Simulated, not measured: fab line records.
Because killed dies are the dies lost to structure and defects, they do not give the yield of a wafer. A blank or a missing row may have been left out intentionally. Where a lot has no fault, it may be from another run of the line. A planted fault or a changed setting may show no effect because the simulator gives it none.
Matching of chambers    flow nand-harc    NHARC_A_SGD_CUT_ETCH_58 on rie-diel-13 has 4 sister chambers
The step etches the open film in CF4, target depth 39 nm, time 65 s. 20 wafers are shown with their chamber, then 10 later ones without.

== WAFERS, EACH WITH ITS CHAMBER ==
wafer   chamber  drypump-motor-current-A (A)  rf-vpp-V (V)  oes-product-au (a.u.)
L074.3  1        6.32                         152.9         1.004
L074.4  3        5.92                         152.3         0.993
L074.6  0        6.59                         150.9         1.016
L075.3  2        5.69                         150.9         0.992
L075.4  3        5.90                         151.5         0.999
L075.5  1        6.33                         151.6         1.008
L080.1  0        6.56                         151.0         1.003
L080.4  2        5.74                         151.7         1.025
L080.5  0        6.56                         150.9         1.012
L083.1  2        5.77                         152.5         1.003
L083.4  3        5.91                         151.9         0.997
L083.6  0        6.55                         149.7         1.003
L088.2  3        5.91                         154.4         0.995
L088.5  2        5.72                         151.5         0.998
L088.6  3        5.90                         151.2         1.002
L091.2  2        5.74                         149.1         1.009
L091.3  1        6.36                         150.8         1.006
L091.5  3        5.93                         152.8         1.004
L094.1  1        6.36                         152.2         0.993
L094.3  0        6.57                         151.1         0.999

SIGNATURES (averages over the wafers above)
reading                  chamber 0  chamber 1  chamber 2  chamber 3  scatter within a chamber
drypump-motor-current-A  6.5660     6.3425     5.7320     5.9117     0.0199
rf-vpp-V                 150.720    151.875    151.140    152.350    1.03
oes-product-au           1.00660    1.00275    1.00540    0.99833    0.00814
Rule: a wafer's distance from a chamber is the root of the sum, over the readings, of the square of ((its reading less the chamber's mean) divided by the reading's scatter). If the next closest chamber is less than 2 further off than the closest, the wafer can't be placed; otherwise it belongs to the closest. How the scatter is found: for the shown wafers, subtract from each reading the mean of its chamber, square and add these, divide the total by (wafers less chambers), then take the root.

== WAFERS WHOSE CHAMBER IS MISSING ==
wafer   drypump-motor-current-A (A)  rf-vpp-V (V)  oes-product-au (a.u.)
L094.4  5.87                         153.0         1.006
L093.4  6.57                         149.8         0.997
L093.5  6.59                         150.8         1.000
L093.6  5.92                         153.4         1.005
L095.1  5.75                         149.3         1.006
L095.2  6.33                         151.1         0.991
L095.6  6.54                         151.5         0.997
L097.1  6.35                         151.7         0.997
L097.2  5.71                         151.0         0.996
L097.5  6.35                         152.0         1.002

== CHAMBER TAKEN BY EACH ==
wafer   from the rows above  in truth
L094.4  3                    3
L093.4  0                    0
L093.5  0                    0
L093.6  3                    3
L095.1  2                    2
L095.2  1                    1
L095.6  0                    0
L097.1  1                    1
L097.2  2                    2
L097.5  1                    1
Correctly placed: 10 of 10. Not placeable from these rows: 0. 0 placed wrongly.
